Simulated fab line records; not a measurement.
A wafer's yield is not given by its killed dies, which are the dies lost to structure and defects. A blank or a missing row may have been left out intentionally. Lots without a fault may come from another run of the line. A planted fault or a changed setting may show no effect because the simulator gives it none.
fab line records	flow n5_finfet	part 1 of 2: steps 1 to 4 of 6
[record] lots = 22	wafers = 66	last_day = 18
route steps=1938 shown BEOL_M8@1398 BEOL_M9@1402
lots untouched by any fault: they come from a run of this same line in which no faults occurred
start_h: hours from the record's opening day to when the first of the lot's shown wafers began	wait_h: time in hours since the lot's previous step	" same as the row above	L1.1+2: several wafers, shown together as one row	- either no value or no given start	* or withheld: withheld	< > ~ a bound
route shown NAME@n: names a module that has steps shown in the file, with the first one's number in the route	usual: the fault-free wafers' mean and standard deviation	same: alike in all rows	chamber/n: place in a boat	sites: each site's reading	_std_site: standard deviation of those values	_edge_site: the outer-site mean with the inner-site mean subtracted	radius_mm: how far each site lies from the wafer's centre	mask NAME#n: copy n	behind: the tool/chamber that last shaped the wafer	hold: why the lot went on hold/how many hours it stayed there/how the hold came to an end	device: transistor that didn't switch, given as n, p or np	end of line: tests run on the same wafers once the route is complete	a step with no rows: only its recipe	killed: at the first sort, the dies lost to defects and structure; wafer yield is something else	map: a wafer's dies, marking killed ones x, the rest . and places with no die _
set.NAME: the setting as run; set.NAME@STEP: as run at that earlier step	model.NAME: the simulator's own value behind a step, which no gauge read
a sample of lots followed through the steps of the route, with each step as a table and each wafer as a row
services: a tool's chamber out of use, with start hour (start_h, from the record's first day; less than 0 if before it), hours out, and reason
[[steps]]
[step N5_BEOL_M8_DEP_56]
[recipe] material = SiCN	target_thk_a = 100	temp_c = withheld	precursor = 3MS/NH3	pressure_torr = 3	rf_w = 202	time_s = 17.5
[usual] showerhead_plenum_p_Torr = 3.664/0.011	throttle_valve_pct = 9.0/0.44
lot.wafer	tool	chamber	start_h	wait_h	showerhead_plenum_p_Torr	throttle_valve_pct
L075.1	pecvd-03	1	217.04	0.0	3.652	10.0
L075.2	"	2	"	"	3.659	8.8
L075.6	"	0	"	"	3.667	9.8
L076.3	pecvd-03	1	222.40	0.0	3.657	9.6
L076.4	"	0	"	"	3.663	9.6
L076.5	"	1	"	"	3.660	9.7
L077.2	pecvd-02	0	226.28	0.0	3.656	9.2
L077.3	"	2	"	"	3.648	8.7
L077.6	"	2	"	"	3.648	8.7
L079.3	pecvd-01	0	237.34	0.0	3.677	8.6
L079.4	"	0	"	"	3.679	8.4
L079.6	"	1	"	"	3.676	9.0
L081.1	pecvd-03	2	249.31	0.0	3.660	8.7
L081.3	"	1	"	"	3.650	9.7
L081.5	"	2	"	"	3.676	8.6
L080.1	pecvd-02	1	250.91	0.0	3.665	8.7
L080.4	"	2	"	"	3.656	8.6
L080.5	"	0	"	"	3.653	9.5
L083.2	pecvd-02	0	255.58	0.0	3.654	9.3
L083.3	"	1	"	"	3.666	8.9
L083.5	"	1	"	"	3.654	8.8
L082.1	pecvd-03	1	258.17	0.0	3.651	9.4
L082.2	"	2	"	"	3.661	8.5
L082.3	"	0	"	"	3.673	9.5
L084.1	pecvd-01	1	276.92	0.0	3.674	9.1
L084.3	"	0	"	"	3.678	8.4
L084.6	"	2	"	"	3.668	9.1
L085.3	pecvd-03	1	279.19	0.0	3.662	9.4
L085.4	"	2	"	"	3.670	8.5
L085.6	"	1	"	"	3.669	9.5
L086.1	pecvd-02	2	282.34	0.0	3.645	8.7
L086.4	"	2	"	"	3.639	8.7
L086.5	"	1	"	"	3.659	8.9
L087.2	pecvd-01	1	283.17	0.0	3.676	9.4
L087.5	"	1	"	"	3.675	8.9
L087.6	"	0	"	"	3.671	8.4
L088.3	pecvd-02	1	287.32	0.0	3.677	8.8
L088.4	"	2	"	"	3.650	8.8
L088.6	"	1	"	"	3.667	8.8
L089.3	pecvd-01	1	302.69	0.0	3.675	9.3
L089.4	"	2	"	"	3.659	8.9
L089.6	"	2	"	"	3.669	8.9
L090.2	pecvd-01	0	311.09	0.0	3.680	8.0
L090.4	"	1	"	"	3.683	8.9
L090.6	"	0	"	"	3.688	8.4
L093.1	pecvd-02	2	314.04	0.0	3.649	8.5
L093.2	"	1	"	"	3.657	9.0
L093.5	"	2	"	"	3.649	8.8
L091.1	pecvd-02	2	314.52	0.0	3.649	9.0
L091.3	"	0	"	"	3.658	9.4
L091.6	"	0	"	"	3.654	9.3
L092.2	pecvd-02	2	319.82	0.0	3.643	8.8
L092.4	"	0	"	"	3.648	9.3
L092.6	"	2	"	"	3.643	9.2
L096.1	pecvd-02	2	351.11	0.0	3.654	8.8
L096.2	"	0	"	"	3.632	9.2
L096.3	"	1	"	"	3.662	8.7
L094.1	pecvd-01	0	352.52	0.0	3.673	8.4
L094.2	"	1	"	"	3.672	9.1
L094.6	"	1	"	"	3.675	9.2
L095.1	pecvd-01	2	360.31	0.0	3.673	9.0
L095.3	"	0	"	"	3.675	8.4
L095.5	"	2	"	"	3.665	9.0
L097.2	pecvd-03	1	377.13	0.0	3.659	9.6
L097.4	"	2	"	"	3.665	8.6
L097.6	"	0	"	"	3.670	9.5
[step N5_BEOL_M9_CURE_71]
[recipe] temp_c = 385	time_s = 240	ambient = He/Ar	material = SiCOH_lowk
[usual] lamp_power_pct = 52.32/0.053	wafer_temp_C_max = 386.9/0.64
lot.wafer	tool	chamber	start_h	wait_h	lamp_power_pct	wafer_temp_C_max
L075.1	uv_cure-03	2	217.25	0.0	52.33	387.4
L075.2	"	2	"	"	52.30	386.7
L075.6	"	2	"	"	52.26	387.3
L076.3	uv_cure-03	1	222.77	0.2	52.28	387.8
L076.4	"	1	"	"	52.37	388.1
L076.5	"	1	"	"	52.31	387.6
L077.2	uv_cure-03	0	226.65	0.2	52.32	386.7
L077.3	"	0	"	"	52.38	387.5
L077.6	"	0	"	"	52.30	386.6
L079.3	uv_cure-03	0	237.71	0.2	52.29	387.4
L079.4	"	0	"	"	52.28	386.9
L079.6	"	0	"	"	52.26	387.8
L081.1	uv_cure-02	0	249.52	0.0	52.23	386.7
L081.3	"	0	"	"	52.25	386.2
L081.5	"	0	"	"	52.34	386.2
L080.1	uv_cure-02	1	251.12	0.0	52.36	386.2
L080.4	"	1	"	"	52.36	386.4
L080.5	"	1	"	"	52.35	386.1
L083.2	uv_cure-02	2	255.87	0.1	52.33	387.6
L083.3	"	2	"	"	52.35	387.5
L083.5	"	2	"	"	52.35	387.1
L082.1	uv_cure-01	2	258.37	0.0	52.29	386.1
L082.2	"	2	"	"	52.38	386.4
L082.3	"	2	"	"	52.40	386.0
L084.1	uv_cure-01	1	277.13	0.0	52.31	388.3
L084.3	"	1	"	"	52.37	387.1
L084.6	"	1	"	"	52.25	388.1
L085.3	uv_cure-03	2	279.56	0.2	52.33	387.9
L085.4	"	2	"	"	52.27	387.4
L085.6	"	2	"	"	52.34	386.6
L086.1	uv_cure-03	2	282.58	0.1	52.34	386.8
L086.4	"	2	"	"	52.32	387.3
L086.5	"	2	"	"	52.34	387.0
L087.2	uv_cure-01	1	283.46	0.1	52.37	387.5
L087.5	"	1	"	"	52.25	387.5
L087.6	"	1	"	"	52.25	388.1
L088.3	uv_cure-02	1	287.69	0.2	52.30	386.0
L088.4	"	1	"	"	52.28	386.5
L088.6	"	1	"	"	52.31	386.0
L089.3	uv_cure-02	0	303.09	0.2	52.34	387.4
L089.4	"	0	"	"	52.42	387.0
L089.6	"	0	"	"	52.23	386.9
L090.2	uv_cure-02	0	311.38	0.1	52.36	387.0
L090.4	"	0	"	"	52.26	386.4
L090.6	"	0	"	"	52.42	387.1
L093.1	uv_cure-01	1	314.24	0.0	52.41	387.2
L093.2	"	1	"	"	52.38	387.8
L093.5	"	1	"	"	52.19	387.2
L091.1	uv_cure-03	1	314.75	0.1	52.29	388.9
L091.3	"	1	"	"	52.29	387.3
L091.6	"	1	"	"	52.36	387.4
L092.2	uv_cure-02	2	320.22	0.2	52.30	386.9
L092.4	"	2	"	"	52.26	387.1
L092.6	"	2	"	"	52.28	386.3
L096.1	uv_cure-02	1	351.35	0.1	52.30	386.4
L096.2	"	1	"	"	52.27	386.5
L096.3	"	1	"	"	52.38	386.2
L094.1	uv_cure-01	2	352.73	0.0	52.30	386.5
L094.2	"	2	"	"	52.31	386.0
L094.6	"	2	"	"	52.41	386.3
L095.1	uv_cure-01	2	360.74	0.3	52.32	386.6
L095.3	"	2	"	"	52.34	386.2
L095.5	"	2	"	"	52.29	386.5
L097.2	uv_cure-02	2	377.42	0.1	52.31	387.0
L097.4	"	2	"	"	52.25	386.6
L097.6	"	2	"	"	52.37	386.9
[step N5_BEOL_M9_STRIP_67]
[recipe] chemistry = CF4	resist = SiARC	power_w = 300	bias_power_w = 75	pressure_mtorr = 50	cf4_flow_sccm = 150	rf_frequency_hz = 6e+07
[usual] cf4_flow_sccm = 150.1/0.39	chamber_pressure_mTorr = 50.00/0.048	drypump_motor_current_A = 5.7/0.38	oes_product_au = 0.79/0.081	power_w = 300.1/0.84	rf_vpp_V = 271.4/1.5	showerhead_plenum_p_Torr = 1.80/0.057	throttle_valve_pct = 13.55/0.24
lot.wafer	tool	chamber	start_h	wait_h	cf4_flow_sccm	chamber_pressure_mTorr	drypump_motor_current_A	oes_product_au	power_w	rf_hours_counter_h	rf_vpp_V	showerhead_plenum_p_Torr	throttle_valve_pct
L075.1	rie_diel-01	0	220.19	0.0	149.7	50.02	5.4	0.79	299.9	95	271.2	1.81	13.83
L075.2	"	1	"	"	150.2	50.02	6.4	0.88	299.9	45	271.7	1.76	13.37
L075.6	"	2	"	"	149.4	50.00	5.6	0.72	301.3	-	270.7	1.78	13.45
L076.3	rie_diel-06	3	225.82	0.0	150.9	49.97	5.5	0.85	299.9	52	272.2	1.81	13.29
L076.4	"	3	"	"	150.0	50.00	5.5	0.85	299.7	-	272.2	1.81	13.28
L076.5	"	0	"	"	150.0	50.00	5.9	0.93	298.3	-	270.9	1.76	13.25
L077.2	rie_diel-01	1	229.40	0.0	150.2	50.02	6.4	0.86	300.7	47	269.5	1.76	13.37
L077.3	"	0	"	"	149.4	49.87	5.4	0.78	300.3	97	270.3	1.81	13.82
L077.6	"	0	"	"	149.8	50.00	5.4	0.78	300.5	-	270.8	1.81	13.84
L079.3	rie_diel-01	0	240.19	0.0	150.3	49.90	5.4	0.78	299.5	101	271.6	1.81	13.85
L079.4	"	2	"	"	149.5	50.03	5.6	0.71	299.7	199	270.6	1.78	13.48
L079.6	"	0	"	"	150.4	50.02	5.4	0.78	299.1	-	271.8	1.81	13.85
L081.1	rie_diel-01	3	252.66	0.0	149.8	50.00	5.9	0.81	300.3	122	272.7	1.88	13.56
L081.3	"	2	"	"	150.7	49.96	5.6	0.72	301.3	203	270.4	1.78	13.48
L081.5	"	3	"	"	149.1	50.00	5.9	0.81	299.5	-	273.8	1.88	13.58
L080.1	rie_diel-02	0	254.15	0.0	149.9	50.05	5.9	0.97	300.2	1	272.6	1.89	13.56
L080.4	"	1	"	"	150.4	49.97	5.2	0.74	300.0	-	268.6	1.71	13.36
L080.5	"	2	"	"	150.5	49.93	5.8	0.71	300.3	-	271.1	1.85	13.84
L083.2	rie_diel-02	1	258.49	0.0	150.2	49.97	5.2	0.73	298.4	189	268.4	1.71	13.36
L083.3	"	2	"	"	149.6	49.98	5.8	0.71	299.7	218	271.8	1.85	13.83
L083.5	"	1	"	"	150.1	50.02	5.2	0.73	299.2	-	270.5	1.71	13.36
L082.1	rie_diel-01	2	262.24	0.0	149.7	50.01	5.6	0.70	300.7	206	270.9	1.78	13.48
L082.2	"	0	"	"	150.1	50.01	5.4	0.77	300.8	108	271.4	1.81	13.87
L082.3	"	1	"	"	149.8	50.00	6.5	0.85	300.3	59	271.5	1.76	13.41
L084.1	rie_diel-02	0	278.82	0.0	150.1	50.06	5.9	0.93	300.0	10	272.6	1.89	13.59
L084.3	"	1	"	"	150.0	49.97	5.2	0.72	300.8	195	270.3	1.71	13.39
L084.6	"	1	"	"	149.6	49.98	5.2	0.73	300.9	-	270.1	1.71	13.39
L085.3	rie_diel-06	1	282.15	0.0	150.3	50.07	5.5	0.93	298.8	12	270.2	1.75	13.07
L085.4	"	2	"	"	149.9	50.05	5.2	0.69	302.2	226	272.9	1.85	13.93
L085.6	"	1	"	"	150.4	50.02	5.5	0.94	298.4	-	270.4	1.75	13.10
L086.1	rie_diel-06	2	285.22	0.0	150.4	49.96	5.2	0.69	299.4	227	272.0	1.85	13.93
L086.4	"	1	"	"	149.5	50.00	5.5	0.94	300.1	13	270.7	1.75	13.09
L086.5	"	3	"	"	150.7	49.96	5.5	0.82	298.6	-	272.0	1.81	13.33
L087.2	rie_diel-06	3	285.48	0.0	150.1	49.96	5.5	0.82	301.9	72	271.4	1.81	13.34
L087.5	"	0	"	"	150.4	49.98	5.9	0.88	300.8	-	269.8	1.76	13.28
L087.6	"	1	"	"	149.7	49.89	5.5	0.93	300.6	-	271.7	1.75	13.10
L088.3	rie_diel-01	2	289.82	0.0	150.4	50.03	5.6	0.71	300.2	214	271.5	1.78	13.50
L088.4	"	3	"	"	150.3	50.09	5.9	0.79	299.7	134	272.9	1.88	13.61
L088.6	"	3	"	"	150.2	49.99	5.9	0.80	298.7	-	274.0	1.88	13.60
L089.3	rie_diel-01	2	305.85	0.0	149.6	49.94	5.6	0.70	299.0	219	270.8	1.77	13.51
L089.4	"	0	"	"	150.2	49.97	5.4	0.75	298.5	120	272.1	1.81	13.88
L089.6	"	2	"	"	150.0	49.98	5.6	0.70	300.9	-	271.4	1.77	13.52
L090.2	rie_diel-01	2	313.20	0.0	150.0	49.99	5.6	0.70	300.1	222	270.4	1.77	13.51
L090.4	"	1	"	"	150.0	50.02	6.4	0.83	300.3	72	270.6	1.75	13.42
L090.6	"	1	"	"	150.0	50.06	6.4	0.83	302.3	-	268.3	1.75	13.43
L093.1	rie_diel-02	0	316.00	0.0	149.8	50.01	5.9	0.90	299.3	23	274.5	1.88	13.63
L093.2	"	3	"	"	150.2	49.98	6.4	0.94	300.5	10	269.8	1.76	13.24
L093.5	"	2	"	"	150.0	49.94	5.8	0.70	299.3	-	272.4	1.84	13.87
L091.1	rie_diel-06	2	316.66	0.0	150.4	50.01	5.2	0.69	300.1	236	272.9	1.84	13.96
L091.3	"	3	"	"	149.5	50.02	5.5	0.81	299.6	81	272.3	1.80	13.37
L091.6	"	0	"	"	150.2	49.95	5.9	0.87	298.7	-	270.5	1.75	13.32
L092.2	rie_diel-01	3	324.78	0.0	150.3	49.95	5.9	0.78	299.1	145	272.6	1.88	13.62
L092.4	"	3	"	"	149.6	49.95	5.9	0.79	300.3	-	271.8	1.88	13.61
L092.6	"	0	"	"	149.4	49.97	5.4	0.75	299.6	-	271.9	1.81	13.90
L096.1	rie_diel-02	1	353.26	0.0	150.1	49.95	5.2	0.71	300.1	225	269.1	1.70	13.45
L096.2	"	0	"	"	150.7	50.06	5.9	0.88	300.9	39	273.0	1.88	13.65
L096.3	"	2	"	"	149.6	50.09	5.8	0.68	299.5	255	270.2	1.84	13.94
L094.1	rie_diel-06	3	357.57	0.0	150.0	49.98	5.5	0.80	300.5	96	271.1	1.80	13.40
L094.2	"	0	"	"	150.5	49.97	5.9	0.85	300.4	51	269.8	1.75	13.35
L094.6	"	3	"	"	149.7	50.02	5.5	0.80	301.2	-	271.8	1.80	13.40
L095.1	rie_diel-02	2	362.84	0.0	149.7	50.01	5.8	0.68	300.2	260	271.8	1.84	13.91
L095.3	"	1	"	"	150.1	50.03	5.2	0.71	300.6	230	269.1	1.70	13.48
L095.5	"	1	"	"	149.9	49.88	5.2	0.71	300.5	-	268.8	1.70	13.47
L097.2	rie_diel-01	1	379.42	0.0	150.0	50.00	6.4	0.82	301.6	83	271.5	1.75	13.46
L097.4	"	0	"	"	149.6	49.92	5.4	0.74	301.1	-	270.5	1.80	13.92
L097.6	"	2	"	"	150.1	49.98	5.6	0.69	300.4	-	271.3	1.77	13.54
[step N5_BEOL_M9_INSPECT_30]
[recipe] mode = adi	inspect_instrument = brightfield
[usual] raw_defect_count = 422/110
lot.wafer	tool	chamber	start_h	wait_h	raw_defect_count
L075.1	defect_inspect-01	-	221.14	0.1	303
L075.2	"	-	"	"	484
L075.6	"	-	"	"	453
L076.3	defect_inspect-02	-	227.77	0.0	497
L076.4	"	-	"	"	407
L076.5	"	-	"	"	448
L077.2	defect_inspect-02	-	230.10	0.0	269
L077.3	"	-	"	"	289
L077.6	"	-	"	"	326
L079.3	defect_inspect-02	-	242.30	0.0	456
L079.4	"	-	"	"	749
L079.6	"	-	"	"	397
L081.1	defect_inspect-02	-	253.41	0.1	484
L081.3	"	-	"	"	488
L081.5	"	-	"	"	454
L080.1	defect_inspect-01	-	255.70	0.1	446
L080.4	"	-	"	"	543
L080.5	"	-	"	"	470
L083.2	defect_inspect-01	-	261.50	0.0	433
L083.3	"	-	"	"	286
L083.5	"	-	"	"	411
L082.1	defect_inspect-01	-	262.98	0.1	537
L082.2	"	-	"	"	514
L082.3	"	-	"	"	497
L084.1	defect_inspect-01	-	280.15	0.1	413
L084.3	"	-	"	"	331
L084.6	"	-	"	"	434
L085.3	defect_inspect-01	-	283.93	0.0	779
L085.4	"	-	"	"	975
L085.6	"	-	"	"	507
L087.2	defect_inspect-01	-	288.28	0.0	515
L087.5	"	-	"	"	346
L087.6	"	-	"	"	436
L086.1	defect_inspect-02	-	288.45	0.1	307
L086.4	"	-	"	"	341
L086.5	"	-	"	"	301
L088.3	defect_inspect-02	-	290.52	0.0	311
L088.4	"	-	"	"	288
L088.6	"	-	"	"	458
L089.3	defect_inspect-02	-	307.52	0.0	384
L089.4	"	-	"	"	248
L089.6	"	-	"	"	318
L093.1	defect_inspect-02	-	316.84	0.1	450
L093.2	"	-	"	"	555
L093.5	"	-	"	"	293
L090.2	defect_inspect-01	-	317.00	0.0	357
L090.4	"	-	"	"	370
L090.6	"	-	"	"	488
L091.1	defect_inspect-02	-	317.85	0.1	335
L091.3	"	-	"	"	400
L091.6	"	-	"	"	396
L092.2	defect_inspect-01	-	328.79	0.0	367
L092.4	"	-	"	"	454
L092.6	"	-	"	"	406
L096.1	defect_inspect-02	-	355.69	0.1	475
L096.2	"	-	"	"	388
L096.3	"	-	"	"	434
L094.1	defect_inspect-02	-	359.42	0.1	443
L094.2	"	-	"	"	516
L094.6	"	-	"	"	407
L095.1	defect_inspect-02	-	363.54	0.1	396
L095.3	"	-	"	"	316
L095.5	"	-	"	"	323
L097.2	defect_inspect-01	-	380.24	0.0	321
L097.4	"	-	"	"	381
L097.6	"	-	"	"	489
